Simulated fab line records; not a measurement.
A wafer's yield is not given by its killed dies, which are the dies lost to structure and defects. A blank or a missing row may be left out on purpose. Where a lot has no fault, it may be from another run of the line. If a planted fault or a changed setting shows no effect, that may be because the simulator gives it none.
Matching of chambers | flow n5Finfet | 3 sister chambers for N5_MOL_CONTACT_COAG_ETCHBACK_135 on rieDiel-03
The step etches SiO2 in CHF3, target depth 25 nm, time 16.7 s. 6 wafers are shown with their chamber, then 6 later ones without.

## WAFERS, EACH WITH ITS CHAMBER
wafer  | chamber | rfVppV (V) | throttleValvePct (%)
L083.2 | 3       | 522        | 18.28
L083.3 | 2       | 531        | 18.46
L086.4 | 2       | 531        | 18.48
L086.5 | 3       | 521        | 18.30
L086.6 | 0       | 491        | 19.13
L090.1 | 0       | 492        | 19.13

## WAFERS WHOSE CHAMBER IS MISSING
wafer  | rfVppV (V) | throttleValvePct (%)
L090.4 | 533        | 18.47
L092.4 | 521        | 18.31
L092.5 | 521        | 18.31
L091.1 | 491        | 19.15
L091.3 | 532        | 18.49
L091.4 | 522        | 18.31

## WHICH CHAMBER EACH WENT THROUGH
wafer  | from the rows above | in truth
L090.4 | 2                   | 2
L092.4 | 3                   | 3
L092.5 | 3                   | 3
L091.1 | 0                   | 0
L091.3 | 2                   | 2
L091.4 | 3                   | 3
6 of 6 placed correctly. Not placeable from these rows: 0. 0 placed wrongly.
How it was worked out, from the rows above alone: a wafer's distance from a chamber is the root of the sum, over the readings, of the square of ((its reading less the chamber's mean) divided by the reading's scatter). The wafer belongs to the nearest chamber; if the next one is less than 2 further off, it can't be placed. A chamber's mean is the mean of its shown wafers. The scatter is the square root of a quotient: the sum, over the shown wafers, of each reading's squared deviation from its chamber's mean, divided by wafers minus chambers.
